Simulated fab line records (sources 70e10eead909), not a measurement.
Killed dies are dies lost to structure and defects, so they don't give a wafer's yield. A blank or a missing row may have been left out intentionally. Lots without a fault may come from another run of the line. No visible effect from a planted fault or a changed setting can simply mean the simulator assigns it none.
Which tool is to blame? ; flow nand harc ; 12 lots with 36 wafers sampled at 4 steps, on a route of 1302 steps

WHAT EACH GAUGE READ, for each wafer
NHARC_A_SGD_CUT_OVL_MEAS_10.
lot;measured;on;overlay x nm (nm)
L075;day 18 21:32;overlay-01;0.9 1.2 1.4
L078;day 20 20:40;overlay-01;-1.5 -1.5 -1.6
L079;day 21 05:53;overlay-02;0.9 0.7 1.3
L080;day 22 12:57;overlay-02;-0.5 -0.3 -0.5
L083;day 22 22:46;overlay-02;0.8 0.2 0.0
L085;day 24 00:48;overlay-02;-1.8 -1.2 -1.5
L087;day 23 21:04;overlay-01;0.0 -0.8 0.1
L089;day 25 19:26;overlay-02;0.1 -0.4 0.3
L090;day 25 21:35;overlay-01;0.9 0.4 0.4
L092;day 27 02:55;overlay-01;1.1 1.2 1.1
L095;day 28 09:14;overlay-01;-0.7 -0.4 -0.8
L097;day 28 16:37;overlay-02;0.9 1.2 0.8

TOOL THAT RAN EACH LOT (tool first, then ch and the chambers of the sampled wafers, then the start)
lot;NHARC_A_STAIRCASE_ETCH_452;NHARC_A_STAIRCASE_ETCH_315;NHARC_A_STAIRCASE_DEP_417
L075;rie diel-05 ch 0,1,3, day 17 06:19 or earlier;rie diel-11 ch 0,3, day 17 06:19 or earlier;pecvd-01 ch 1,2, day 17 06:19
L078;rie diel-04 ch 1,2, day 18 16:37 or earlier;rie diel-11 ch 0,2,3, day 18 16:37 or earlier;pecvd-02 ch 0,1, day 18 16:37
L079;rie diel-04 ch 0,2,3, day 19 08:29 or earlier;rie diel-04 ch 0,1,3, day 19 08:29 or earlier;pecvd-01 ch 1,2, day 19 08:29
L080;rie diel-11 ch 0,1,2, day 20 12:08 or earlier;rie diel-05 ch 1,2, day 20 12:08 or earlier;pecvd-01 ch 0,1,2, day 20 12:08
L083;rie diel-05 ch 1,3, day 20 20:46 or earlier;rie diel-05 ch 0,1,2, day 20 20:46 or earlier;pecvd-03 ch 1,2, day 20 20:46
L085;rie diel-04 ch 1,2,3, day 22 02:37 or earlier;rie diel-04 ch 0,1,2, day 22 02:37 or earlier;pecvd-02 ch 0,1, day 22 02:37
L087;rie diel-04 ch 0,2, day 22 04:52 or earlier;rie diel-05 ch 0,3, day 22 04:52 or earlier;pecvd-03 ch 0,1, day 22 04:52
L089;rie diel-04 ch 0,2, day 24 03:20 or earlier;rie diel-04 ch 0,2,3, day 24 03:20 or earlier;pecvd-01 ch 0,2, day 24 03:20
L090;rie diel-04 ch 0,1,3, day 24 07:02 or earlier;rie diel-11 ch 1,3, day 24 07:02 or earlier;pecvd-01 ch 0,1, day 24 07:02
L092;rie diel-04 ch 1,3, day 25 08:17 or earlier;rie diel-04 ch 0,1,2, day 25 08:17 or earlier;pecvd-03 ch 0,2, day 25 08:17
L095;rie diel-05 ch 0,2,3, day 26 06:16 or earlier;rie diel-11 ch 1,2,3, day 26 06:16 or earlier;pecvd-02 ch 0,1,2, day 26 06:16
L097;rie diel-04 ch 0,2,3, day 26 17:33 or earlier;rie diel-04 ch 1,2,3, day 26 17:33 or earlier;pecvd-03 ch 1,2, day 26 17:33
- NHARC_A_STAIRCASE_ETCH_452: etches the open film in CF4/O2, target depth 30 nm, overetch 3 nm, time 16.5 s.
- NHARC_A_STAIRCASE_ETCH_315: etches the open film in C4F8/O2/Ar, target depth 2500 nm, time 607.1 s.
- NHARC_A_STAIRCASE_DEP_417: deposits Si3N4, target thk 60 nm.

THE ANSWER, worked out from the rows above alone
Rule: the usual values come from the lots themselves. Put in order of their means at a reading, lots are off if they are a third of the lots or fewer, leave a main group of 4 or more, and stand apart from it by a gap of 3 or more times the standard deviation of the main group's means; of several such gaps the widest counts. Not used: any main group whose means are identical at the precision the tables above print for the reading. A lot without any number at a reading at which 4 lots or more have one is off too. Any other lot the step has rows for is counted as sound.
Across all readings shown, no lot is off: no conclusion can be drawn from this.

WHAT WAS PUT IN BY THE SIMULATOR
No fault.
